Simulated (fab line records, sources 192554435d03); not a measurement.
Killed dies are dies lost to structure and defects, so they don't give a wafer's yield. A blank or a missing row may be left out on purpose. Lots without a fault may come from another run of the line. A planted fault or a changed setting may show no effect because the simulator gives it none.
Chamber matching | flow n5_finfet | N5_BEOL_M10_DEP_56 on pecvd-01: 3 sister chambers
The step deposits SiCN from 3MS/NH3, target thk 15 nm, time 26.5 s. 3 wafers are shown with their chamber, then 7 later ones without.

WAFERS WITH THEIR CHAMBER
wafer  | chamber | throttle_valve_pct (%)
L517.4 | 2       | 8.8
L523.1 | 0       | 8.6
L523.4 | 1       | 9.3

WAFERS WITHOUT THEIR CHAMBER
wafer  | throttle_valve_pct (%)
L523.6 | 8.8
L527.1 | 9.4
L527.2 | 8.6
L527.4 | 8.9
L533.2 | 8.8
L533.3 | 8.6
L533.6 | 8.7

WHICH CHAMBER EACH WENT THROUGH
wafer  | from the rows above     | in truth
L523.6 | 2                       | 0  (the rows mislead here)
L527.1 | 1                       | 1
L527.2 | 0                       | 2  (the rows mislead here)
L527.4 | 2                       | 2
L533.2 | 2                       | 2
L533.3 | 0                       | 0
L533.6 | can't be placed: 0 or 2 | 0
Placed correctly: 4 of 7. Can't be placed from these rows: 1 (the true chamber is among the candidates in 1). Placed wrongly: 2.
How it was worked out, from the rows above alone: a wafer's distance from a chamber is the root of the sum, over the readings, of the square of ((its reading less the chamber's mean) divided by the reading's scatter). The wafer belongs to the nearest chamber; if the next one is less than 2 further off, it can't be placed. A chamber's mean is the mean of its shown wafers. The scatter: with one shown wafer a chamber, the root of the mean of the squares of how far each hidden wafer lies from its nearest shown one.
